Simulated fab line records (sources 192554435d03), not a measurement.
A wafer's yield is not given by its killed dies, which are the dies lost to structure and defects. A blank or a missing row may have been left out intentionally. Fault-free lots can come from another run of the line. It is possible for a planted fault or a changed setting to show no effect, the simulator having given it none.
Which tool was responsible? ; flow n5-finfet ; 30 wafers from 10 lots sampled at 6 of the route's 1938 steps

== WHAT THE GAUGES SHOWED, per wafer ==
N5_GATE_CUT_INSPECT_26: inspects for defects (darkfield).
lot;measured;on;raw-defect-count
L075;day 5 06:35;defect-inspect-01;34 29 36
L077;day 5 10:28;defect-inspect-02;30 24 22
L079;day 6 02:33;defect-inspect-02;32 39 79
L081;day 6 13:21;defect-inspect-02;28 18 35
L083;day 7 01:49;defect-inspect-01;66 37 45
L085;day 7 17:21;defect-inspect-01;27 43 46
L088;day 8 09:23;defect-inspect-01;33 39 28
L091;day 8 21:29;defect-inspect-01;33 19 49
L093;day 9 13:22;defect-inspect-01;34 33 23
L096;day 10 11:09;defect-inspect-02;35 35 41

== TOOL THAT RAN EACH LOT (tool first, then ch and the chambers of the sampled wafers, then the start) ==
lot;N5_GATE_CUT_ETCH_56;N5_GATE_CUT_ETCHBACK_30;N5_GATE_CUT_ETCH_58;N5_GATE_CUT_STRIP_42;N5_GATE_CUT_CMP_61
L075;rie-metal-03 ch 0,1, day 4 21:55;rie-metal-03 ch 0,1, day 4 22:00;rie-diel-05 ch 0,2,3, day 4 22:05;rie-diel-06 ch 3, day 5 02:47;cmp-02 ch 0,3, day 5 06:22
L077;rie-metal-03 ch 0,1, day 5 02:38;rie-metal-03 ch 0,1, day 5 02:44;rie-diel-05 ch 0,2,3, day 5 02:52;rie-diel-02 ch 0,2, day 5 07:05;cmp-02 ch 1,2, day 5 10:14
L079;rie-metal-01 ch 0,1, day 5 19:16;rie-metal-01 ch 0,1, day 5 19:22;rie-diel-02 ch 0,1,3, day 5 19:36;rie-diel-02 ch 0,1, day 5 23:26;cmp-04 ch 1,2, day 6 02:19
L081;rie-metal-03 ch 0,1, day 6 06:18;rie-metal-03 ch 0,1, day 6 06:23;rie-diel-02 ch 0,1,3, day 6 06:35;rie-diel-05 ch 0,2,3, day 6 10:14;cmp-01 ch 0,2,3, day 6 13:07
L083;rie-metal-03 ch 1, day 6 18:05;rie-metal-03 ch 1, day 6 18:10;rie-diel-02 ch 2,3, day 6 18:15;rie-diel-02 ch 0,2, day 6 22:29;cmp-01 ch 0,1,3, day 7 01:36
L085;rie-metal-01 ch 0,1, day 7 10:14;rie-metal-01 ch 0,1, day 7 10:19;rie-diel-02 ch 0,2,3, day 7 10:24;rie-diel-06 ch 1,2,3, day 7 14:02;cmp-01 ch 0,1,3, day 7 17:07
L088;rie-metal-01 ch 0,1, day 8 00:20;rie-metal-01 ch 0,1, day 8 00:26;rie-diel-06 ch 0,1,2, day 8 00:31;rie-diel-02 ch 1,2, day 8 05:45;cmp-01 ch 0,2, day 8 09:09
L091;rie-metal-03 ch 0,1, day 8 14:13;rie-metal-03 ch 0,1, day 8 14:18;rie-diel-02 ch 0,1,3, day 8 14:23;rie-diel-05 ch 1,2,3, day 8 18:08;cmp-02 ch 1,3, day 8 21:16
L093;rie-metal-01 ch 0, day 9 05:50;rie-metal-01 ch 0, day 9 05:55;rie-diel-06 ch 0,2,3, day 9 06:10;rie-diel-02 ch 2,3, day 9 10:15;cmp-01 ch 1,3, day 9 13:10
L096;rie-metal-02 ch 0,1, day 10 03:37;rie-metal-02 ch 0,1, day 10 03:42;rie-diel-05 ch 1,2,3, day 10 03:47;rie-diel-05 ch 0,3, day 10 07:34;cmp-01 ch 0,1, day 10 10:55
- N5_GATE_CUT_ETCH_56: etches TiN in Cl2/Ar, target depth 21.6 nm.
- N5_GATE_CUT_ETCHBACK_30: etches TiN in Cl2/Ar, target depth 3 nm.
- N5_GATE_CUT_ETCH_58: etches SiNx in CH3F/O2, target depth 17 nm, time 128.6 s.
- N5_GATE_CUT_STRIP_42: strips in O2.
- N5_GATE_CUT_CMP_61: polishes, stops on SiNx, t overpolish 3 s.

== THE ANSWER, worked out from the rows above alone ==
Rule: the lots themselves supply what counts as usual. The widest of any qualifying gaps counts: lots, ordered by their means at a reading, are off when they make up no more than a third of the lots, leave a main group of 4 or more, and stand apart from it by 3 or more times the standard deviation of that group's means. The tables above print the reading to a certain number of digits; a main group whose means all agree to those digits is not used. Also off: a lot with no number at a reading for which 4 or more lots have one. Any other lot the step has rows for is counted as sound.
No lot is off at any reading shown: from this, nothing can be told.

== WHAT WAS PUT IN BY THE SIMULATOR ==
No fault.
